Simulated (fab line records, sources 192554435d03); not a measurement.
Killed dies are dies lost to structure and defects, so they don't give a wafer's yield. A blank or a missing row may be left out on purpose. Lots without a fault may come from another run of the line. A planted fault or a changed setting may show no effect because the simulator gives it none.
Problem report in the 8D (eight disciplines) form, filled by code | flow n5_finfet | the parts of the form that need people (team, actions taken, sign-off) are left out

1. THE PROBLEM
head_pressure_psi at N5_SDB_CMP_30 reads a mean of 3.022 psi on 2 wafers of 2 lots; wafers without a fault read 4.148 psi with a standard deviation of 0.0083. That is -99 or more standard deviations from the usual mean.
The step: polishes, stops on poly-Si, t overpolish 1.54 s, target thk 30 nm.
First seen on wafer L828.1, day 7 20:52, on cmp-03. The record holds 29 wafers of 10 lots with a number at this step. Rule for "out", or "out of limits": more than 4 standard deviations from the usual mean. The other wafers with a number count as sound.

2. WHAT IT IS AND WHAT IT IS NOT
question                    | is                | is not
which readings at this step | head_pressure_psi | overpolish_run_s
which lots                  | L828, L831        | L815, L817, L822, L823, L825, L827, L829, L835
which wafers of those lots  | L828.1, L831.6    | L828.2, L828.3, L831.1
read on which tools         | cmp-03            | cmp-02, cmp-04
when                        | from day 7 20:52  | up to then (20 sound wafers); but 7 sound wafers of L829, L831, L835 came after

3. SUSPECTS, AND WHAT RULES EACH OUT
Counting: a tool at a process step up to the reading stays a suspect if it ran every lot that is out. Sound lots after the first of them don't rule it out here, since some wafers of a struck lot are sound.
- laser_anneal-02 at N5_SD_ACTIVATION_LSA_01 (time 0.0008 s): kept. It ran every lot that is out, first L828 (day 7 09:43); its last sound lot up to then is L827 (day 7 06:58).
- ald_sin-03 at N5_SDB_ALD_29 (deposits SiNx, target thk 30 nm, pulse time 1 s, ald cycles 600): kept. It ran every lot that is out, first L828 (day 7 18:07).
- cmp-03 at N5_SDB_CMP_30 (polishes, stops on poly-Si, t overpolish 1.54 s, target thk 30 nm): kept. It ran every lot that is out, first L828 (day 7 20:52); its last sound lot up to then is L827 (day 7 18:48). Its own readings are out on those wafers: head_pressure_psi.
- Within cmp-03 at N5_SDB_CMP_30: the wafers that are out ran in chamber 0; their sound lot-mates ran in chambers 1, 2.
Left after counting: laser_anneal-02 at N5_SD_ACTIVATION_LSA_01, ald_sin-03 at N5_SDB_ALD_29, cmp-03 at N5_SDB_CMP_30.

4. THE CAUSE (what the simulator had put in)
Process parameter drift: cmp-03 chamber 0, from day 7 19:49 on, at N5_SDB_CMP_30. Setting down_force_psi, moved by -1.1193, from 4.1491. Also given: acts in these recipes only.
Counting left 3 suspects, and this tool is among them.

5. THE CHAIN OF EFFECTS, in route order
Each row: a reading whose mean over the struck wafers that have a number lies more than 3 standard deviations from the usual. Only readings for which the record gives a usual standard deviation are gone through. hours: the time from each lot's start at the first step in this table that gives one to its start at this step, as a median over the lots. sigmas: the change in usual standard deviations.
hours | step          | reading            | usual     | on struck wafers | change | sigmas
0     | N5_SDB_CMP_30 | head_pressure_psi  | 4.148 psi | 3.022            | -1.126 | -99 or more
0     | N5_SDB_CMP_30 | motor_current_A    | 12.9 A    | 9.3              | -3.6   | -3.2
0     | N5_SDB_CMP_30 | time_to_endpoint_s | 17.1 s    | 27.0             | +9.9   | +4.0
The process steps in it:
- N5_SDB_CMP_30: polishes, stops on poly-Si, t overpolish 1.54 s, target thk 30 nm.
Later measuring or inspecting steps at which every struck wafer that the step has a row for has a number for every such reading, and none has moved that far: N5_BEOL_M4_RC_MEAS_101.

6. WHAT WOULD HAVE CAUGHT IT SOONER
In this record the first reading out of limits was taken at day 7 20:52, 1 hour after the fault began at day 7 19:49.
